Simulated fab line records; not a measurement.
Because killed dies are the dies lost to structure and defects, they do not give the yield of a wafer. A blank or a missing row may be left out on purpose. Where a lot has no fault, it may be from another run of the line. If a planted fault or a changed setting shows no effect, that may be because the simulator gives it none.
Matching of chambers | flow n5Finfet | 4 sister chambers for N5_BEOL_M6_ETCH_72 on rieDiel-04
The step etches underlayer in N2/H2, target depth 6.5 nm, time 5.2 s. 20 wafers are shown with their chamber, then 10 later ones without.

WAFERS WITH THEIR CHAMBER
wafer  | chamber | showerheadPlenumPTorr (Torr) | drypumpMotorCurrentA (A) | throttleValvePct (%)
L082.1 | 2       | 2.42                         | 5.5                      | 17.91
L082.2 | 0       | 2.58                         | 6.4                      | 18.04
L082.3 | 3       | 2.60                         | 5.7                      | 17.62
L084.1 | 0       | 2.58                         | 6.4                      | 18.05
L084.3 | 1       | 2.57                         | 6.1                      | 17.74
L084.6 | 1       | 2.57                         | 6.1                      | 17.72
L086.1 | 3       | 2.60                         | 5.7                      | 17.66
L086.4 | 2       | 2.42                         | 5.5                      | 17.93
L086.5 | 2       | 2.42                         | 5.5                      | 17.94
L087.2 | 0       | 2.58                         | 6.4                      | 18.06
L087.5 | 1       | 2.57                         | 6.1                      | 17.73
L087.6 | 0       | 2.58                         | 6.4                      | 18.05
L091.1 | 3       | 2.59                         | 5.7                      | 17.68
L091.3 | 2       | 2.42                         | 5.5                      | 17.94
L091.6 | 3       | 2.59                         | 5.7                      | 17.68
L093.1 | 1       | 2.57                         | 6.1                      | 17.72
L093.2 | 2       | 2.42                         | 5.4                      | 17.94
L093.5 | 3       | 2.59                         | 5.6                      | 17.66
L092.2 | 1       | 2.57                         | 6.1                      | 17.76
L092.4 | 2       | 2.42                         | 5.5                      | 17.95

SIGNATURES (means of the wafers above)
reading               | chamber 0 | chamber 1 | chamber 2 | chamber 3 | scatter within a chamber
showerheadPlenumPTorr | 2.5800    | 2.5700    | 2.4200    | 2.5940    | 0.00274
drypumpMotorCurrentA  | 6.400     | 6.100     | 5.483     | 5.680     | 0.032
throttleValvePct      | 18.0500   | 17.7340   | 17.9350   | 17.6600   | 0.0171
Rule: for a wafer and a chamber, the distance is found by dividing, reading by reading, the gap between the wafer's reading and the chamber's mean by the reading's scatter, squaring, summing and taking the root. The wafer belongs to the nearest chamber; if the next one is less than 2 further off, it can't be placed. The scatter is the square root of a quotient: the sum, over the shown wafers, of each reading's squared deviation from its chamber's mean, divided by wafers minus chambers.

WAFERS WITHOUT THEIR CHAMBER
wafer  | showerheadPlenumPTorr (Torr) | drypumpMotorCurrentA (A) | throttleValvePct (%)
L092.6 | 2.57                         | 6.4                      | 18.06
L094.1 | 2.59                         | 5.7                      | 17.67
L094.2 | 2.57                         | 6.4                      | 18.10
L094.6 | 2.57                         | 6.4                      | 18.10
L095.1 | 2.59                         | 5.7                      | 17.71
L095.3 | 2.56                         | 6.1                      | 17.79
L095.5 | 2.57                         | 6.4                      | 18.09
L097.2 | 2.56                         | 6.1                      | 17.78
L097.4 | 2.58                         | 5.7                      | 17.68
L097.6 | 2.58                         | 5.7                      | 17.68

CHAMBER TAKEN BY EACH
wafer  | from the rows above | in truth
L092.6 | 0                   | 0
L094.1 | 3                   | 3
L094.2 | 0                   | 0
L094.6 | 0                   | 0
L095.1 | 3                   | 3
L095.3 | 1                   | 1
L095.5 | 0                   | 0
L097.2 | 1                   | 1
L097.4 | 3                   | 3
L097.6 | 3                   | 3
Correct placement for 10 of the 10. Number that these rows cannot place: 0. Number placed wrongly: 0.
